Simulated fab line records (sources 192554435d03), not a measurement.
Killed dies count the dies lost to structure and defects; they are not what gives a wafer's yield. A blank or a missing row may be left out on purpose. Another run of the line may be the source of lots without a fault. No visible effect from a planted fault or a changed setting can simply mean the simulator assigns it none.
fab line records	flow n5_finfet
record: lots: 10	wafers: 29	last_day: 18
route steps=1938 shown BEOL_M10@1533 BEOL_M11@1554 PASSIVATION@1936
lots with no fault: from the same line, run without faults
start_h: the number of hours between the record's first day and the start of the first shown wafer of the lot	wait_h: hours from the lot's prior step to this one	" repeats the value in the row above	L1.1+2: a row that stands for several wafers	- no value, or no start given	* or withheld: withheld	< > ~ a bound
route shown NAME@n: a module of which the file shows steps, and the number in the route of the first	usual: mean and standard deviation over wafers with no fault	same: alike in all rows	chamber/n: place in a boat	sites: each site's reading	_std_site: the standard deviation of these	_edge_site: mean of outer sites minus mean of inner sites	radius_mm: for every site, how far away it sits from the centre of the wafer	mask NAME#n: copy n	behind: the last tool/chamber to shape the wafer	hold: why the lot went on hold/how many hours it stayed there/how the hold came to an end	device: the transistor (n, p or np) that didn't switch	end of line: tests of these same wafers at the route's end	for a step that has no rows: nothing shown but its recipe	killed: not the wafer's yield, but the dies lost to structure and defects at the first sort	map: the dies of a wafer, with x for killed, . for not killed, _ for no die there
set.NAME: the setting that was run; set.NAME@STEP: the one run at that earlier step	model.NAME: the simulator's own value behind a step, which no gauge read
a sample of lots followed through the steps of the route, with each step as a table and each wafer as a row
services: when a tool's chamber went out of use (start_h, in hours from the record's first day, below 0 if earlier), for how many hours, and the reason
== steps ==
step: N5_BEOL_M10_DEP_56
recipe: material: SiCN	target_thk_a: 150	temp_c: withheld	precursor: 3MS/NH3	pressure_torr: 3	rf_w: 202	time_s: 26.5
usual: showerhead_plenum_p_Torr: 3.661/0.007	throttle_valve_pct: 8.9/0.41
lot.wafer	tool	chamber	start_h	wait_h	showerhead_plenum_p_Torr	throttle_valve_pct
L868.2	pecvd-04	0	223.68	0.0	3.660	9.0
L868.3	"	1	"	"	3.664	9.0
L868.5	"	1	"	"	3.662	9.1
L869.2	pecvd-03	0	239.49	0.0	3.653	9.5
L869.4	"	1	"	"	3.670	8.8
L869.6	"	0	"	"	3.642	9.6
L872.1	pecvd-04	1	243.84	0.0	3.660	9.1
L872.2	"	2	"	"	3.662	8.4
L872.5	"	1	"	"	3.669	8.9
L870.3	pecvd-04	2	244.83	0.0	3.662	8.2
L870.4	"	1	"	"	3.667	9.0
L870.6	"	2	"	"	3.666	8.8
L876.3	pecvd-03	1	274.52	0.0	3.671	8.8
L876.4	"	0	"	"	3.666	9.4
L876.6	"	1	"	"	3.664	9.0
L880.2	pecvd-02	0	316.46	0.0	3.650	9.2
L880.3	"	1	"	"	3.656	9.0
L880.6	"	1	"	"	3.659	9.6
L884.1	pecvd-03	0	321.87	0.0	3.653	9.3
L884.4	"	2	"	"	3.660	8.6
L884.5	"	1	"	"	3.673	8.8
L886.2	pecvd-02	2	325.84	0.0	3.669	8.5
L886.6	"	1	"	"	3.664	9.6
L891.2	pecvd-03	0	359.71	0.0	3.660	9.8
L891.4	"	1	"	"	3.671	8.8
L891.5	"	2	"	"	3.653	8.5
L890.3	pecvd-03	2	365.79	0.0	3.660	8.4
L890.4	"	0	"	"	3.641	9.4
L890.5	"	1	"	"	3.656	9.0
step: N5_BEOL_M11_ETCH_62
recipe: chemistry: N2/H2	target: SOC	target_depth_a: 1100	overetch_a: 220	mask_material: SiARC	temp_c: 40	time_s: 165	ion_energy_ev: 200	pressure_mtorr: 30	source_w: 840	bias_w: 150	n2_flow_sccm: 200	h2_flow_sccm: 200
usual: drypump_motor_current_A: 5.6/0.43	oes_product_au: 0.67/0.062	rf_vpp_V: 523.3/2.8	showerhead_plenum_p_Torr: 2.52/0.095	throttle_valve_pct: 17.8/0.31
lot.wafer	tool	chamber	start_h	wait_h	drypump_motor_current_A	oes_product_au	rf_hours_counter_h	rf_vpp_V	showerhead_plenum_p_Torr	throttle_valve_pct
L868.2	rie_diel-04	2	227.89	0.0	5.0	0.63	189	520.5	2.43	17.9
L868.3	"	3	"	"	5.4	0.72	48	527.1	2.71	17.4
L868.5	"	3	"	"	5.4	0.71	-	528.0	2.71	17.4
L869.2	rie_diel-04	0	241.74	0.0	6.3	0.71	63	523.2	2.48	18.1
L869.4	"	2	"	"	5.0	0.62	-	520.7	2.43	17.9
L869.6	"	0	"	"	6.3	0.70	-	521.3	2.48	18.1
L872.1	rie_diel-05	3	245.52	0.0	5.4	0.68	96	524.5	2.55	17.9
L872.2	"	2	"	"	5.8	0.62	157	524.6	2.54	18.1
L872.5	"	1	"	"	5.5	0.61	-	519.5	2.41	17.5
L870.3	rie_diel-03	2	248.51	0.0	6.0	0.59	238	521.1	2.40	17.9
L870.4	"	3	"	"	5.9	0.74	45	525.3	2.55	17.5
L870.6	"	2	"	"	6.0	0.59	-	518.5	2.40	17.9
L876.3	rie_diel-04	1	278.27	0.0	5.1	0.77	8	522.4	2.48	17.4
L876.4	"	0	"	"	6.3	0.69	75	523.0	2.48	18.1
L876.6	"	3	"	"	5.4	0.70	-	528.7	2.70	17.4
L880.2	rie_diel-04	1	320.28	0.0	5.1	0.74	22	523.0	2.47	17.4
L880.3	"	3	"	"	5.4	0.69	78	528.9	2.69	17.4
L880.6	"	3	"	"	5.4	0.68	-	528.9	2.69	17.5
L884.1	rie_diel-05	1	325.61	0.0	5.5	0.61	208	520.2	2.40	17.6
L884.4	"	0	"	"	6.1	0.73	73	520.3	2.48	17.5
L884.5	"	0	"	"	6.1	0.73	-	521.6	2.48	17.5
L886.2	rie_diel-05	2	327.35	0.0	5.8	0.60	183	523.1	2.53	18.1
L886.6	"	1	"	"	5.5	0.60	-	519.5	2.40	17.5
L891.2	rie_diel-03	2	361.90	0.0	6.0	0.79	19	528.2	2.71	17.5
L891.4	"	0	"	"	5.8	0.58	233	525.6	2.62	18.4
L891.5	"	3	"	"	5.9	0.69	-	524.2	2.54	17.6
L890.3	rie_diel-04	3	370.78	0.0	5.4	0.67	95	527.3	2.69	17.5
L890.4	"	1	"	"	5.0	0.72	39	523.4	2.46	17.4
L890.5	"	0	"	"	6.3	0.67	-	520.7	2.46	18.2
step: N5_BEOL_M11_STRIP_19
recipe: chemistry: O2	power_w: 400	temp_c: 40	pressure_mtorr: 30	rf_frequency_hz: 6e+07	bias_power_w: 0	overash_fraction: 0.2	o2_flow_sccm: 225
usual: drypump_motor_current_A: 5.6/0.42	o2_flow_sccm: 225.0/0.65	oes_product_au: 0.80/0.081	rf_vpp_V: 3.6/0.64	showerhead_plenum_p_Torr: 2.10/0.079	throttle_valve_pct: 16.7/0.3
lot.wafer	tool	chamber	start_h	wait_h	drypump_motor_current_A	o2_flow_sccm	oes_product_au	rf_hours_counter_h	rf_vpp_V	showerhead_plenum_p_Torr	throttle_valve_pct
L868.2	rie_diel-03	0	228.21	0.1	5.8	225.5	0.70	189	4.6	2.20	17.2
L868.3	"	1	"	"	4.9	225.3	0.92	18	4.7	2.15	16.5
L868.5	"	3	"	"	5.9	225.2	0.87	-	3.2	2.13	16.5
L869.2	rie_diel-05	2	242.04	0.1	5.7	226.3	0.73	156	3.8	2.12	16.9
L869.4	"	1	"	"	5.5	224.0	0.73	183	4.3	2.01	16.6
L869.6	"	0	"	"	6.1	226.1	0.91	-	3.9	2.05	16.3
L872.1	rie_diel-05	0	245.82	0.1	6.1	225.5	0.89	45	3.3	2.05	16.2
L872.2	"	3	"	"	5.4	226.2	0.81	96	4.4	2.13	16.9
L872.5	"	1	"	"	5.5	225.7	0.73	-	2.8	2.01	16.6
L870.3	rie_diel-05	0	248.85	0.1	6.1	223.8	0.91	46	2.9	2.05	16.2
L870.4	"	3	"	"	5.5	225.4	0.81	-	2.8	2.13	16.8
L870.6	"	0	"	"	6.1	224.7	0.91	-	2.9	2.05	16.3
L876.3	rie_diel-04	0	278.56	0.1	6.3	223.5	0.81	75	3.9	2.02	16.8
L876.4	"	3	"	"	5.4	224.8	0.83	63	4.0	2.23	16.3
L876.6	"	0	"	"	6.3	224.1	0.81	-	3.3	2.02	16.8
L880.2	rie_diel-04	3	320.58	0.1	5.4	224.1	0.81	78	3.5	2.23	16.2
L880.3	"	0	"	"	6.3	225.0	0.81	88	4.7	2.02	16.8
L880.6	"	0	"	"	6.3	224.8	0.79	-	2.9	2.02	16.8
L884.1	rie_diel-04	2	325.96	0.1	5.0	225.2	0.70	216	3.9	1.98	16.7
L884.4	"	3	"	"	5.4	225.1	0.80	79	4.3	2.22	16.3
L884.5	"	0	"	"	6.3	224.1	0.79	-	4.4	2.02	16.8
L886.2	rie_diel-05	0	327.65	0.1	6.0	225.0	0.86	73	3.8	2.04	16.3
L886.6	"	2	"	"	5.8	225.7	0.70	-	4.1	2.11	17.0
L891.2	rie_diel-04	2	362.20	0.1	5.0	224.6	0.70	227	3.5	1.98	16.7
L891.4	"	3	"	"	5.4	225.3	0.79	92	3.6	2.22	16.3
L891.5	"	0	"	"	6.3	224.6	0.78	-	4.2	2.01	16.8
L890.3	rie_diel-03	1	371.22	0.2	4.9	225.0	0.84	67	3.0	2.13	16.6
L890.4	"	2	"	"	6.0	225.2	0.92	21	4.1	2.24	16.4
L890.5	"	0	"	"	5.8	225.6	0.67	-	4.1	2.18	17.3
step: N5_BEOL_M11_CD_MEAS_18
recipe: pitch_nm: 140	target_cd_nm: 70
usual: cd_nm: 69.8/0.6
lot.wafer	tool	chamber	start_h	wait_h	cd_nm
L868.2	cd_sem-03	-	228.28	0.1	69.2
L868.3	"	-	"	"	69.9
L868.5	"	-	"	"	70.5
L869.2	cd_sem-03	-	242.11	0.1	69.3
L869.4	"	-	"	"	69.5
L869.6	"	-	"	"	70.3
L872.1	cd_sem-01	-	245.89	0.0	69.3
L872.2	"	-	"	"	68.0
L872.5	"	-	"	"	69.7
L870.3	cd_sem-02	-	248.92	0.1	68.9
L870.4	"	-	"	"	70.4
L870.6	"	-	"	"	68.8
L876.3	cd_sem-01	-	278.64	0.1	69.8
L876.4	"	-	"	"	70.3
L876.6	"	-	"	"	70.0
L880.2	cd_sem-02	-	320.65	0.1	69.9
L880.3	"	-	"	"	70.5
L880.6	"	-	"	"	69.7
L884.1	cd_sem-03	-	326.03	0.0	70.6
L884.4	"	-	"	"	70.5
L884.5	"	-	"	"	69.8
L886.2	cd_sem-03	-	327.72	0.1	70.4
L886.6	"	-	"	"	70.7
L891.2	cd_sem-01	-	362.27	0.1	69.7
L891.4	"	-	"	"	69.3
L891.5	"	-	"	"	70.6
L890.3	cd_sem-03	-	371.29	0.1	71.6
L890.4	"	-	"	"	69.1
L890.5	"	-	"	"	71.1
step: N5_BEOL_M11_OVL_MEAS_29
recipe: points_per_wafer: 44
usual: V10_OVL: -0.5/0.78
lot.wafer	tool	chamber	start_h	wait_h	V10_OVL[nm]
L868.2	overlay-01	0	229.04	0.0	-0.9
L868.3	"	0	"	"	-1.3
L868.5	"	0	"	"	-1.8
L869.2	overlay-01	0	242.55	0.0	-1.3
L869.4	"	0	"	"	-0.5
L869.6	"	0	"	"	-0.9
L872.1	overlay-02	0	246.61	0.0	-1.0
L872.2	"	0	"	"	-0.2
L872.5	"	0	"	"	-1.0
L870.3	overlay-01	0	249.23	0.0	0.3
L870.4	"	0	"	"	-0.2
L870.6	"	0	"	"	0.7
L876.3	overlay-01	0	282.08	0.0	-0.9
L876.4	"	0	"	"	-0.6
L876.6	"	0	"	"	-0.8
L880.2	overlay-02	0	320.96	0.0	0.0
L880.3	"	0	"	"	-0.7
L880.6	"	0	"	"	0.3
L884.1	overlay-02	0	326.49	0.0	0.9
L884.4	"	0	"	"	0.4
L884.5	"	0	"	"	0.7
L886.2	overlay-02	0	328.24	0.0	0.1
L886.6	"	0	"	"	-0.5
L891.2	overlay-02	0	362.75	0.0	-0.7
L891.4	"	0	"	"	0.0
L891.5	"	0	"	"	-0.1
L890.3	overlay-02	0	373.36	0.0	1.1
L890.4	"	0	"	"	-2.0
L890.5	"	0	"	"	-0.7
step: N5_PASSIVATION_PROBE_49
usual: defect_limited_yield: 91.2/1.3	killed_at_M0_to_M3: 34/10	killed_at_M4_up: 13/4.6	killed_at_contacts: 13/5.5	killed_at_front_end: 41/12	killed_at_other: 2.8/2.4	killed_dies: 104/16	killed_open: 67/12	killed_short: 33/7.2	sort_bin_5_function: 5.1/0.86	sort_bin_6_memory: 3.3/0.62	sort_n_pass: 1076/16	sort_yield_pct: 91.2/1.3
same: gross_dies: 1180	killed_at_back_side: 0	sort_bin_4_leakage[%]: 0	sort_bin_8_speed[%]: 0
lot.wafer	tool	chamber	start_h	wait_h	defect_limited_yield[%]	killed_at_M0_to_M3	killed_at_M4_up	killed_at_contacts	killed_at_front_end	killed_at_other	killed_dies	killed_open	killed_short	sort_bin_5_function[%]	sort_bin_6_memory[%]	sort_n_pass	sort_yield_pct[%]
L868.2	prober-01	-	273.53	0.1	90.6	37	14	16	34	10	111	74	34	5.8	3.1	1069	90.6
L868.3	prober-01	-	273.58	0.1	92.5	25	9	20	33	2	89	65	24	4.5	2.9	1091	92.5
L868.5	prober-01	-	273.68	0.2	89.4	34	20	14	57	0	125	88	35	5.8	4.7	1055	89.4
L869.2	prober-02	-	293.97	0.1	91.6	30	19	12	31	7	99	62	34	5.0	2.6	1081	91.6
L869.4	prober-02	-	294.07	0.2	91.9	27	10	11	46	1	95	57	33	4.7	3.2	1085	91.9
L869.6	prober-02	-	294.17	0.3	90.1	32	14	22	49	0	117	67	44	5.1	4.1	1063	90.1
L872.1	prober-02	-	301.86	0.0	91.7	32	9	25	31	1	98	61	31	4.6	3.3	1082	91.7
L872.2	prober-02	-	301.91	0.1	92.6	30	7	14	36	0	87	56	26	4.2	2.9	1093	92.6
L872.5	prober-02	-	302.06	0.2	92.6	21	14	19	25	8	87	60	26	4.2	3.1	1093	92.6
L870.3	prober-02	-	306.14	0.1	91.0	42	13	13	37	1	106	77	24	5.1	3.1	1074	91.0
L870.4	prober-02	-	306.19	0.2	90.3	33	14	15	50	3	115	71	43	5.4	4.0	1065	90.3
L870.6	prober-02	-	306.29	0.3	90.4	38	17	11	46	1	113	73	35	5.8	3.1	1067	90.4
L876.3	prober-01	-	326.19	0.1	91.4	23	10	10	56	3	102	54	33	4.7	2.7	1078	91.4
L876.4	prober-01	-	326.24	0.2	92.2	31	8	10	43	0	92	52	30	4.5	2.6	1088	92.2
L876.6	prober-01	-	326.34	0.3	91.7	32	11	21	31	3	98	57	35	5.1	3.1	1082	91.7
L880.2	prober-02	-	364.58	0.1	90.5	38	10	6	56	2	112	69	41	5.6	3.4	1068	90.5
L880.3	prober-02	-	364.63	0.1	89.2	68	5	14	36	4	127	76	47	6.2	3.9	1053	89.2
L880.6	prober-02	-	364.78	0.3	90.4	36	10	20	45	2	113	73	36	6.2	3.0	1067	90.4
L886.2	prober-02	-	368.49	0.1	90.3	45	6	11	51	2	115	63	41	6.0	3.4	1065	90.3
L886.6	prober-02	-	368.69	0.3	89.9	46	18	10	38	7	119	72	39	5.9	3.8	1061	89.9
L884.1	prober-02	-	376.28	0.0	91.1	27	21	18	39	0	105	67	26	4.4	3.6	1075	91.1
L884.4	prober-02	-	376.43	0.2	88.8	71	14	10	37	0	132	84	43	6.8	4.0	1048	88.8
L884.5	prober-02	-	376.48	0.2	91.2	35	21	12	33	3	104	63	30	5.3	2.9	1076	91.2
L891.2	prober-02	-	407.18	0.1	90.9	49	14	4	34	6	107	71	33	5.3	3.6	1073	90.9
L891.4	prober-02	-	407.28	0.2	89.9	53	19	3	37	7	119	58	50	6.2	2.8	1061	89.9
L891.5	prober-02	-	407.33	0.2	94.6	37	3	2	21	1	64	35	29	2.6	2.5	1116	94.6
L890.3	prober-02	-	419.94	0.1	90.4	39	10	10	48	6	113	83	25	5.4	4.1	1067	90.4
L890.4	prober-02	-	419.99	0.2	91.6	28	15	8	47	1	99	64	31	4.7	3.2	1081	91.6
L890.5	prober-02	-	420.04	0.2	90.6	40	17	17	29	8	111	76	30	5.3	4.0	1069	90.6
killed by level:class
L868.2 BEOL_M0_SAQP:geometric_particle:open=15 MOL_CONTACT_COAG:geometric_particle:open=12 STI_FIN_REVEAL:geometric_particle:open=11 BEOL_M3:geometric_particle:open=8 FIN_SAQP:geometric_particle:open=5 BEOL_M0_SAQP:geometric_particle:short=4 PASS1_CAP:geometric_particle:open=4 STI_FIN_REVEAL:geometric_particle:short=3
L868.3 STI_FIN_REVEAL:geometric_particle:open=18 MOL_CONTACT_COAG:geometric_particle:open=15 FIN_SAQP:geometric_particle:open=5 MOL_CONTACT_COAG:geometric_particle:short=5 BEOL_M0_SAQP:geometric_particle:short=5 BEOL_M0_SAQP:geometric_particle:open=4 BEOL_M0:geometric_particle:open=4 BEOL_M3:geometric_particle:short=4
L868.5 STI_FIN_REVEAL:geometric_particle:open=19 MOL_CONTACT_COAG:geometric_particle:open=13 FIN_SAQP:geometric_particle:short=10 BEOL_M0_SAQP:geometric_particle:short=9 BEOL_M0_SAQP:geometric_particle:open=9 FIN_SAQP:geometric_particle:open=8 BEOL_M2:geometric_particle:open=7 GATE_CUT:geometric_particle:open=6
L869.2 MOL_CONTACT_COAG:geometric_particle:open=8 BEOL_M2:geometric_particle:open=8 FIN_SAQP:geometric_particle:open=7 BEOL_M4:geometric_particle:open=7 BEOL_M1:geometric_particle:open=6 STI_FIN_REVEAL:geometric_particle:open=5 BEOL_M0_SAQP:geometric_particle:short=5 MOL_CONTACT_COAG:geometric_particle:short=4
L869.4 FIN_SAQP:geometric_particle:open=17 FIN_SAQP:geometric_particle:short=12 MOL_CONTACT_COAG:geometric_particle:open=10 BEOL_M0_SAQP:geometric_particle:open=7 BEOL_M0_SAQP:geometric_particle:short=6 BEOL_M1:geometric_particle:open=5 BEOL_M2:geometric_particle:open=5 DUMMY_GATE:geometric_particle:open=4
L869.6 MOL_CONTACT_COAG:geometric_particle:open=19 FIN_SAQP:geometric_particle:short=8 BEOL_M3:geometric_particle:open=8 GATE_CUT:geometric_particle:short=7 BEOL_M0_SAQP:geometric_particle:open=7 FIN_SAQP:geometric_particle:open=6 BEOL_M0_SAQP:geometric_particle:short=6 BEOL_M4:geometric_particle:open=6
L872.1 MOL_CONTACT_COAG:geometric_particle:open=16 STI_FIN_REVEAL:geometric_particle:open=9 MOL_CONTACT_COAG:geometric_particle:short=8 BEOL_M3:geometric_particle:open=7 BEOL_M2:geometric_particle:open=6 FIN_SAQP:geometric_particle:short=5 STI_FIN_REVEAL:geometric_particle:short=4 BEOL_M0_SAQP:geometric_particle:open=4
L872.2 MOL_CONTACT_COAG:geometric_particle:open=11 BEOL_M3:geometric_particle:open=11 GATE_CUT:geometric_particle:short=8 FIN_SAQP:geometric_particle:short=7 BEOL_M0_SAQP:geometric_particle:open=6 DUMMY_GATE:geometric_particle:open=5 STI_FIN_REVEAL:geometric_particle:open=4 FIN_SAQP:geometric_particle:open=3
L872.5 MOL_CONTACT_COAG:geometric_particle:open=18 FIN_SAQP:geometric_particle:short=6 BEOL_M0_SAQP:geometric_particle:short=5 BEOL_M2:geometric_particle:open=5 STI_FIN_REVEAL:geometric_particle:open=4 DUMMY_GATE:geometric_particle:open=4 BEOL_M0_SAQP:geometric_particle:open=4 BEOL_M4:geometric_particle:open=4
L870.3 BEOL_M1:geometric_particle:open=17 MOL_CONTACT_COAG:geometric_particle:open=11 FIN_SAQP:geometric_particle:open=6 DUMMY_GATE:geometric_particle:open=6 STI_FIN_REVEAL:geometric_particle:open=5 BEOL_M0_SAQP:geometric_particle:open=5 BEOL_M4:geometric_particle:open=5 BEOL_M0_SAQP:geometric_particle:short=4
L870.4 FIN_SAQP:geometric_particle:open=18 MOL_CONTACT_COAG:geometric_particle:open=10 BEOL_M1:geometric_particle:open=8 BEOL_M0_SAQP:geometric_particle:short=7 BEOL_M0_SAQP:geometric_particle:open=6 FIN_SAQP:geometric_particle:short=5 ILD0:geometric_particle:short=5 GATE_CUT:geometric_particle:short=5
L870.6 FIN_SAQP:geometric_particle:open=11 BEOL_M0_SAQP:geometric_particle:open=11 MOL_CONTACT_COAG:geometric_particle:open=9 BEOL_M1:geometric_particle:open=7 BEOL_M2:geometric_particle:open=6 DUMMY_GATE:geometric_particle:open=5 GATE_CUT:geometric_particle:short=5 STARTING-WAFER:geometric_particle:short=5
L876.3 STI_FIN_REVEAL:geometric_particle:open=11 GATE_CUT:geometric_particle:short=9 HKMG_FIN:area_etch=9 FIN_SAQP:geometric_particle:open=8 MOL_CONTACT_COAG:geometric_particle:open=7 BEOL_M0_SAQP:geometric_particle:short=6 DUMMY_GATE:geometric_particle:open=4 BEOL_M1:geometric_particle:open=4
L876.4 MOL_CONTACT_COAG:geometric_particle:open=8 GATE_CUT:geometric_particle:short=7 BEOL_M1:geometric_particle:open=7 HKMG_FIN:area_etch=6 BEOL_M3:geometric_particle:open=5 FIN_SAQP:geometric_particle:open=4 GATE_CUT:geometric_particle:open=4 BEOL_M0_SAQP:geometric_particle:open=4
L876.6 MOL_CONTACT_COAG:geometric_particle:open=14 BEOL_M0_SAQP:geometric_particle:short=8 MOL_CONTACT_COAG:geometric_particle:short=7 GATE_CUT:geometric_particle:short=6 BEOL_M1:geometric_particle:open=6 GATE_CUT:geometric_particle:open=5 BEOL_M0_SAQP:geometric_particle:open=5 STI_FIN_REVEAL:geometric_particle:open=4
L880.2 STI_FIN_REVEAL:geometric_particle:open=13 GATE_CUT:geometric_particle:short=10 BEOL_M2:geometric_particle:open=9 FIN_SAQP:geometric_particle:short=8 BEOL_M3:geometric_particle:open=8 BEOL_M0_SAQP:geometric_particle:open=7 GATE_CUT:geometric_particle:open=6 BEOL_M1:geometric_particle:open=5
L880.3 BEOL_M0_SAQP:geometric_particle:short=16 BEOL_M3:geometric_particle:open=15 MOL_CONTACT_COAG:geometric_particle:open=14 BEOL_M1:geometric_particle:open=13 BEOL_M0_SAQP:geometric_particle:open=12 GATE_CUT:geometric_particle:short=10 BEOL_M1:geometric_particle:short=6 FIN_SAQP:geometric_particle:open=4
L880.6 MOL_CONTACT_COAG:geometric_particle:open=19 BEOL_M3:geometric_particle:open=12 BEOL_M0_SAQP:geometric_particle:short=9 STI_FIN_REVEAL:geometric_particle:open=7 GATE_CUT:geometric_particle:open=7 GATE_CUT:geometric_particle:short=7 BEOL_M0_SAQP:geometric_particle:open=6 FIN_SAQP:geometric_particle:short=5
L886.2 BEOL_M0_SAQP:geometric_particle:open=13 BEOL_M0_SAQP:geometric_particle:short=11 MOL_CONTACT_COAG:geometric_particle:open=10 STI_FIN_REVEAL:geometric_particle:open=8 FIN_SAQP:geometric_particle:short=7 BEOL_M1:geometric_particle:open=7 GATE_CUT:geometric_particle:short=6 STARTING-WAFER:geometric_particle:open=5
L886.6 BEOL_M0_SAQP:geometric_particle:open=12 BEOL_M0_SAQP:geometric_particle:short=9 STI_FIN_REVEAL:geometric_particle:open=8 BEOL_M1:geometric_particle:open=7 BEOL_M4:geometric_particle:open=7 DUMMY_GATE:geometric_particle:open=6 MOL_CONTACT_COAG:geometric_particle:open=6 BEOL_M2:geometric_particle:open=5
L884.1 MOL_CONTACT_COAG:geometric_particle:open=16 BEOL_M0_SAQP:geometric_particle:open=8 HKMG_FIN:area_etch=8 FIN_SAQP:geometric_particle:open=7 BEOL_M0_SAQP:geometric_particle:short=7 BEOL_M5:geometric_particle:open=6 BEOL_M0:geometric_particle:open=6 STI_FIN_REVEAL:geometric_particle:open=5
L884.4 BEOL_M0_SAQP:geometric_particle:open=26 BEOL_M0_SAQP:geometric_particle:short=22 STI_FIN_REVEAL:geometric_particle:open=14 FIN_SAQP:geometric_particle:open=9 MOL_CONTACT_COAG:geometric_particle:open=9 BEOL_M2:geometric_particle:open=9 FIN_SAQP:geometric_particle:short=5 GATE_CUT:geometric_particle:short=3
L884.5 MOL_CONTACT_COAG:geometric_particle:open=10 BEOL_M0_SAQP:geometric_particle:short=10 BEOL_M0_SAQP:geometric_particle:open=10 STI_FIN_REVEAL:geometric_particle:open=8 HKMG_FIN:area_etch=7 FIN_SAQP:geometric_particle:open=6 BEOL_M1:geometric_particle:open=5 BEOL_M5:geometric_particle:open=5
L891.2 BEOL_M2:geometric_particle:open=11 BEOL_M3:geometric_particle:open=9 STI_FIN_REVEAL:geometric_particle:open=7 BEOL_M0_SAQP:geometric_particle:open=7 BEOL_M1:geometric_particle:open=6 FIN_SAQP:geometric_particle:short=5 MOL_CONTACT_COAG:geometric_particle:open=4 BEOL_M0_SAQP:geometric_particle:short=4
L891.4 BEOL_M0_SAQP:geometric_particle:short=19 FIN_SAQP:geometric_particle:short=11 BEOL_M0_SAQP:geometric_particle:open=11 BEOL_M4:geometric_particle:open=9 STI_FIN_REVEAL:geometric_particle:open=6 BEOL_M3:geometric_particle:open=5 HKMG_FIN:area_etch=5 BEOL_M1:geometric_particle:open=4
L891.5 BEOL_M0_SAQP:geometric_particle:short=12 BEOL_M0_SAQP:geometric_particle:open=9 BEOL_M2:geometric_particle:open=7 FIN_SAQP:geometric_particle:short=4 BEOL_M2:geometric_particle:short=4 FIN_SAQP:geometric_particle:open=3 STARTING-WAFER:geometric_particle:short=3 STARTING-WAFER:geometric_particle:open=3
L890.3 STI_FIN_REVEAL:geometric_particle:open=18 FIN_SAQP:geometric_particle:open=9 MOL_CONTACT_COAG:geometric_particle:open=7 BEOL_M0_SAQP:geometric_particle:open=7 BEOL_M3:geometric_particle:open=6 BEOL_M0:geometric_particle:open=5 GATE_CUT:geometric_particle:open=5 BEOL_M0_SAQP:geometric_particle:short=5
L890.4 FIN_SAQP:geometric_particle:open=16 FIN_SAQP:geometric_particle:short=9 BEOL_M1:geometric_particle:open=8 BEOL_M0_SAQP:geometric_particle:open=7 MOL_CONTACT_COAG:geometric_particle:open=4 MOL_CONTACT_COAG:geometric_particle:short=4 BEOL_M0_SAQP:geometric_particle:short=4 BEOL_M4:geometric_particle:open=4
L890.5 MOL_CONTACT_COAG:geometric_particle:open=14 STI_FIN_REVEAL:geometric_particle:open=8 BEOL_M0_SAQP:geometric_particle:short=7 BEOL_M0_SAQP:geometric_particle:open=7 BEOL_M1:geometric_particle:open=7 FIN_SAQP:geometric_particle:short=5 BEOL_M3:geometric_particle:open=5 BEOL_M4:geometric_particle:open=5
== services ==
tool	chamber	start_h	hours	kind
pecvd-04	2	202.38	-	clean
pecvd-04	2	202.38	-	consumable_replace:showerhead
pecvd-04	2	202.38	29.0	scheduled_down
pecvd-04	2	202.38	29.0	vent_cycle
pecvd-03	0	221.79	5.5	scheduled_down
rie_diel-04	1	231.91	-	clean
rie_diel-04	1	231.91	-	consumable_replace:focus_ring
rie_diel-04	1	231.91	14.9	scheduled_down
rie_diel-04	1	231.91	14.9	vent_cycle
rie_diel-05	-	243.98	0.4	repair
rie_diel-05	1	248.26	8.4	repair
rie_diel-05	-	265.91	4.3	pm
rie_diel-05	-	283.06	1.3	repair
rie_diel-03	2	284.87	-	clean
rie_diel-03	2	284.87	-	consumable_replace:focus_ring
rie_diel-03	2	284.87	-	consumable_replace:showerhead
rie_diel-03	2	284.87	22.5	scheduled_down
rie_diel-03	2	284.87	22.5	vent_cycle
pecvd-04	0	287.85	5.5	scheduled_down
rie_diel-04	2	310.40	11.5	repair
pecvd-03	0	344.56	12.3	repair
pecvd-04	-	348.20	2.8	pm
pecvd-02	1	357.92	2.1	scheduled_down
rie_diel-05	0	359.28	1.5	repair
== key ==
first_sign: step: N5_BEOL_M11_CD_MEAS_18	reading: cd_nm	direction: up	sigmas: 2.6	usual: 69.8	struck: 71.3
effect none on later readings
met_at N5_BEOL_M11_ETCH_62
struck_lots L890
struck_wafers L890.3,L890.5
not_acting_at N5_BEOL_M10_DEP_56,N5_BEOL_M11_STRIP_19,N5_BEOL_M11_OVL_MEAS_29
onset_between 320.28 370.78
fault: kind: process_parameter_drift	tool: rie_diel-04	chamber: -	onset_h: 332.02	steps: N5_BEOL_M11_ETCH_62	channel: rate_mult	offset: 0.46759	shape: step	end_h: 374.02	scope: struck_wafers_only
